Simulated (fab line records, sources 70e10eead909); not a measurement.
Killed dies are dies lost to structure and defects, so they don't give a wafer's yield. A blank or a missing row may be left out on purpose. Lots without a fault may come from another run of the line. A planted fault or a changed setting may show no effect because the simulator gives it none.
Which tool did it? | flow nand_harc | 11 lots, 33 wafers sampled, at 5 steps of a route of 1159

WHAT THE GAUGES READ, wafer by wafer
NHARC_END_SORT_01. Usual: killed_at_array 28, standard deviation 11; killed_at_other 0.6, standard deviation 0.85; killed_at_periphery 2.8, standard deviation 2.3; killed_dies 31, standard deviation 11; killed_open 3.1, standard deviation 1.6; killed_short 2.0, standard deviation 1.4.
lot  | measured     | on        | killed_at_array | killed_at_other | killed_at_periphery | killed_dies | killed_open | killed_short | flag
L543 | day 20 19:49 | prober-01 | 674 674 676     | 1 1 1           | 2 2 0               | 677 677 677 | 6 1 4       | 1 7 3        | OFF
L540 | day 21 00:24 | prober-02 | 673 675 676     | 0 0 0           | 4 2 1               | 677 677 677 | 5 2 2       | 4 2 2        | OFF
L544 | day 21 11:10 | prober-01 | 676 676 677     | 0 1 0           | 1 0 0               | 677 677 677 | 3 4 2       | 2 3 3        | OFF
L550 | day 23 04:35 | prober-01 | 23 30 20        | 0 1 1           | 0 1 0               | 23 32 21    | 3 2 0       | 2 0 3        |
L551 | day 23 16:34 | prober-02 | 25 23 30        | 1 0 0           | 1 2 3               | 27 25 33    | 6 5 4       | 3 3 1        |
L559 | day 24 20:50 | prober-01 | 29 30 27        | 2 1 3           | 7 13 4              | 38 44 34    | 4 3 0       | 3 2 1        |

WHICH TOOL RAN EACH LOT (tool, then ch and the chambers of the sampled wafers, then the start)
lot  | NHARC_A_CONTACT_DESCUM_74          | NHARC_A_CONTACT_ETCH_77                       | NHARC_A_CONTACT_ETCH_125             | NHARC_A_CONTACT_ETCH_97
L543 | rie_diel-07 ch 0,2,3, day 18 08:01 | rie_diel-07 ch 0,3, day 18 09:22 or earlier   | har_cap_etch-02 ch 0,1, day 18 09:22 | rie_diel-01 ch 0,1, day 18 11:10
L540 | rie_diel-07 ch 0,3, day 18 09:34   | rie_diel-07 ch 0,2, day 18 10:55 or earlier   | har_cap_etch-01 ch 0,1, day 18 10:55 | rie_diel-01 ch 0,2,3, day 18 12:44
L544 | rie_diel-07 ch 0,2,3, day 18 22:49 | rie_diel-07 ch 0,2,3, day 19 00:08 or earlier | har_cap_etch-01 ch 0,1, day 19 00:08 | rie_diel-07 ch 1,2,3, day 19 01:58
L549 | rie_diel-07 ch 0,2,3, day 20 03:03 | rie_diel-07 ch 0,2,3, day 20 04:29 or earlier | har_cap_etch-02 ch 0,1, day 20 04:29 | rie_diel-01 ch 0,1,2, day 20 06:41
L550 | rie_diel-01 ch 0,1,2, day 20 14:43 | rie_diel-01 ch 1,3, day 20 16:29 or earlier   | har_cap_etch-02 ch 0,1, day 20 16:29 | rie_diel-01 ch 0,2, day 20 18:19
L554 | rie_diel-01 ch 1,2,3, day 20 16:26 | rie_diel-01 ch 1,3, day 20 17:50 or earlier   | har_cap_etch-03 ch 0,1, day 20 17:50 | rie_diel-07 ch 1,3, day 20 19:40
L551 | rie_diel-08 ch 0,1,3, day 20 18:18 | rie_diel-08 ch 0,2, day 20 20:02 or earlier   | har_cap_etch-02 ch 0,1, day 20 20:02 | rie_diel-01 ch 1,2,3, day 20 21:53
L552 | rie_diel-08 ch 1,2,3, day 20 19:54 | rie_diel-08 ch 0,1,2, day 20 21:13 or earlier | har_cap_etch-03 ch 0,1, day 20 21:13 | rie_diel-07 ch 0,1,3, day 20 23:05
L555 | rie_diel-07 ch 0,2, day 21 11:05   | rie_diel-07 ch 0,1,2, day 21 12:25 or earlier | har_cap_etch-01 ch 0, day 21 12:25   | rie_diel-07 ch 0,1,3, day 21 14:14
L556 | rie_diel-07 ch 0,3, day 22 03:02   | rie_diel-07 ch 1,2, day 22 04:24 or earlier   | har_cap_etch-02 ch 0,1, day 22 04:24 | rie_diel-08 ch 0,2,3, day 22 06:25
L559 | rie_diel-07 ch 1,2,3, day 22 14:26 | rie_diel-07 ch 0,2,3, day 22 15:58 or earlier | har_cap_etch-02 ch 0,1, day 22 15:58 | rie_diel-01 ch 1,2, day 22 17:46
- NHARC_A_CONTACT_DESCUM_74: chemistry O2, time 3 s.
- NHARC_A_CONTACT_ETCH_77: etches the open film in CF4/CHF3, target depth 72.6 nm, time 36.3 s.
- NHARC_A_CONTACT_ETCH_125: etches the open film in C4F8/O2/Ar, time 155 s, target depth 956 nm.
- NHARC_A_CONTACT_ETCH_97: etches the open film in C4F6/O2, target depth 20 nm, time 10 s.

WHAT THE TOOLS THEMSELVES READ (means of the sampled wafers that have a number; where no wafer has one, the mark that the record gives instead)
NHARC_A_CONTACT_DESCUM_74. Usual: drypump_motor_current_A 5.7 A, standard deviation 0.47; oes_product_au 1.000 a.u., standard deviation 0.011; rf_vpp_V 57.8 V, standard deviation 0.78; showerhead_plenum_p_Torr 1.93 Torr, standard deviation 0.086; throttle_valve_pct 11.310 %, standard deviation 0.009.
lot  | tool        | drypump_motor_current_A (A) | oes_product_au (a.u.) | rf_vpp_V (V) | showerhead_plenum_p_Torr (Torr) | throttle_valve_pct (%) | flag
L543 | rie_diel-07 | 6.0                         | 1.002                 | 57.8         | 1.88                            | 11.307                 |
L540 | rie_diel-07 | 6.1                         | 1.004                 | 57.7         | 1.87                            | 11.305                 |
L544 | rie_diel-07 | 6.0                         | 1.010                 | 57.9         | 1.88                            | 11.309                 |
L549 | rie_diel-07 | 6.0                         | 1.014                 | 58.0         | 1.88                            | 11.309                 |
L550 | rie_diel-01 | 5.7                         | 0.993                 | 57.2         | 1.94                            | 11.306                 |
L554 | rie_diel-01 | 5.4                         | 0.997                 | 58.7         | 1.90                            | 11.304                 |
L551 | rie_diel-08 | 5.6                         | 1.001                 | 58.0         | 1.91                            | 11.312                 |
L552 | rie_diel-08 | 5.6                         | 1.006                 | 58.5         | 1.95                            | 11.315                 |
L555 | rie_diel-07 | 5.6                         | 1.009                 | 57.3         | 1.81                            | 11.319                 |
L556 | rie_diel-07 | 6.1                         | 1.009                 | 57.4         | 1.87                            | 11.303                 |
L559 | rie_diel-07 | 5.9                         | 1.004                 | 58.1         | 1.95                            | 11.314                 |

NHARC_A_CONTACT_ETCH_77. Usual: bias_w 200.0 W, standard deviation 0.6; cf4_flow_sccm 99.99 sccm, standard deviation 0.3; drypump_motor_current_A 5.7 A, standard deviation 0.46; oes_product_au 0.934 a.u., standard deviation 0.018; rf_fwd_power_W 491.9 W, standard deviation 2.7; rf_vpp_V 370.9 V, standard deviation 2.3; showerhead_plenum_p_Torr 1.58 Torr, standard deviation 0.066; throttle_valve_pct 16.804 %, standard deviation 0.0092.
lot  | tool        | bias_w (W) | cf4_flow_sccm (sccm) | drypump_motor_current_A (A) | oes_product_au (a.u.) | rf_fwd_power_W (W) | rf_vpp_V (V) | showerhead_plenum_p_Torr (Torr) | throttle_valve_pct (%) | flag
L543 | rie_diel-07 | 200.0      | 99.92                | 6.4                         | 0.974                 | 492.1              | 371.7        | 1.59                            | 16.806                 |
L540 | rie_diel-07 | 199.9      | 99.86                | 5.6                         | 0.970                 | 489.0              | 367.1        | 1.50                            | 16.808                 |
L544 | rie_diel-07 | 200.5      | 99.94                | 6.0                         | 0.931                 | 491.1              | 369.4        | 1.55                            | 16.806                 |
L549 | rie_diel-07 | 199.8      | 100.01               | 6.0                         | 0.937                 | 490.9              | 370.0        | 1.55                            | 16.809                 |
L550 | rie_diel-01 | 200.7      | 99.88                | 5.2                         | 0.932                 | 493.7              | 370.5        | 1.58                            | 16.800                 |
L554 | rie_diel-01 | 200.2      | 100.07               | 5.5                         | 0.930                 | 493.3              | 370.2        | 1.57                            | 16.804                 |
L551 | rie_diel-08 | 199.4      | 100.07               | 5.5                         | 0.918                 | 494.0              | 372.9        | 1.62                            | 16.802                 |
L552 | rie_diel-08 | 199.4      | 100.16               | 5.4                         | 0.925                 | 492.8              | 371.5        | 1.60                            | 16.805                 |
L555 | rie_diel-07 | 200.4      | 99.66                | 5.5                         | 0.925                 | 491.0              | 369.8        | 1.55                            | 16.800                 |
L556 | rie_diel-07 | 199.6      | 100.30               | 5.4                         | 0.917                 | 488.8              | 371.7        | 1.61                            | 16.804                 |
L559 | rie_diel-07 | 199.6      | 100.05               | 6.0                         | 0.923                 | 490.1              | 370.1        | 1.55                            | 16.802                 |

NHARC_A_CONTACT_ETCH_125. Usual: chamber_pressure_mTorr 19.999 mTorr, standard deviation 0.019; oes_air_line_au 1.000 a.u., standard deviation 0.021.
lot  | tool            | chamber_pressure_mTorr (mTorr) | oes_air_line_au (a.u.) | flag
L543 | har_cap_etch-02 | 19.995                         | 0.996                  |
L540 | har_cap_etch-01 | 19.989                         | 0.991                  |
L544 | har_cap_etch-01 | 19.977                         | 1.009                  |
L549 | har_cap_etch-02 | 19.992                         | 0.987                  |
L550 | har_cap_etch-02 | 20.006                         | 1.000                  |
L554 | har_cap_etch-03 | 20.028                         | 1.009                  |
L551 | har_cap_etch-02 | 20.006                         | 0.993                  |
L552 | har_cap_etch-03 | 20.001                         | 0.994                  |
L555 | har_cap_etch-01 | 20.010                         | 0.982                  |
L556 | har_cap_etch-02 | 19.995                         | 1.008                  |
L559 | har_cap_etch-02 | 19.989                         | 1.015                  |

NHARC_A_CONTACT_ETCH_97. Usual: bias_w 499.8 W, standard deviation 1.6; c4f6_flow_sccm 25.00 sccm, standard deviation 0.076; drypump_motor_current_A 5.7 A, standard deviation 0.44; oes_product_au 0.962 a.u., standard deviation 0.024; rf_fwd_power_W 586.4 W, standard deviation 2.2; rf_vpp_V 548 V, standard deviation 3.1; showerhead_plenum_p_Torr 3.97 Torr, standard deviation 0.15; throttle_valve_pct 26.903 %, standard deviation 0.009.
lot  | tool        | bias_w (W) | c4f6_flow_sccm (sccm) | drypump_motor_current_A (A) | oes_product_au (a.u.) | rf_fwd_power_W (W) | rf_vpp_V (V) | showerhead_plenum_p_Torr (Torr) | throttle_valve_pct (%) | flag
L543 | rie_diel-01 | -          | -                     | -                           | -                     | -                  | -            | -                               | -                      | OFF
L540 | rie_diel-01 | -          | -                     | -                           | -                     | -                  | -            | -                               | -                      | OFF
L544 | rie_diel-07 | -          | -                     | -                           | -                     | -                  | -            | -                               | -                      | OFF
L549 | rie_diel-01 | 500.3      | 25.05                 | 5.7                         | 0.958                 | 588.9              | 548          | 3.97                            | 26.910                 |
L550 | rie_diel-01 | 501.4      | 25.06                 | 5.7                         | 0.950                 | 588.1              | 547          | 3.95                            | 26.893                 |
L554 | rie_diel-07 | 497.4      | 25.01                 | 6.3                         | 0.938                 | 584.3              | 551          | 4.09                            | 26.901                 |
L551 | rie_diel-01 | 501.5      | 24.99                 | 5.4                         | 0.947                 | 584.5              | 546          | 3.90                            | 26.906                 |
L552 | rie_diel-07 | 500.1      | 25.03                 | 6.0                         | 0.965                 | 587.0              | 548          | 3.97                            | 26.897                 |
L555 | rie_diel-07 | 500.0      | 25.01                 | 6.0                         | 0.949                 | 584.4              | 547          | 3.97                            | 26.903                 |
L556 | rie_diel-08 | 500.1      | 24.97                 | 5.7                         | 0.993                 | 588.4              | 549          | 4.04                            | 26.910                 |
L559 | rie_diel-01 | 499.5      | 24.98                 | 5.6                         | 0.993                 | 586.7              | 544          | 3.85                            | 26.906                 |

THE ANSWER, worked out from the rows above alone
Rule: a lot is off if the mean of its wafers that have a number lies more than 3 standard deviations from the usual mean. A lot without any number at a reading at which 4 lots or more have one is off too. The other lots that the step has rows for count as sound. The gauges are gone through in route order, then the tools' own readings, and for those a lot's mean is taken as printed above. The first step at which some lot is off is used, and at that step the reading that is off furthest; a lot without a number counts as furthest.
Off: L543, L540, L544, at NHARC_END_SORT_01 (killed_at_array). Neither off nor sound, because the step has no rows for them: L549, L554, L552, L555, L556.
A tool fits if, at a process step before that reading, it ran every lot that is off, and no sound lot after the first of them. The gauges at NHARC_END_SORT_01 aren't tried: what is off there is off at NHARC_A_CONTACT_ETCH_97 too, on other tools, and a gauge's error can't cause that. NHARC_A_CONTACT_ETCH_77 gives no start for some lots, so the hours and the order of its lots are those of NHARC_A_CONTACT_ETCH_125. None of those tried fits.

WHAT THE SIMULATOR HAD PUT IN
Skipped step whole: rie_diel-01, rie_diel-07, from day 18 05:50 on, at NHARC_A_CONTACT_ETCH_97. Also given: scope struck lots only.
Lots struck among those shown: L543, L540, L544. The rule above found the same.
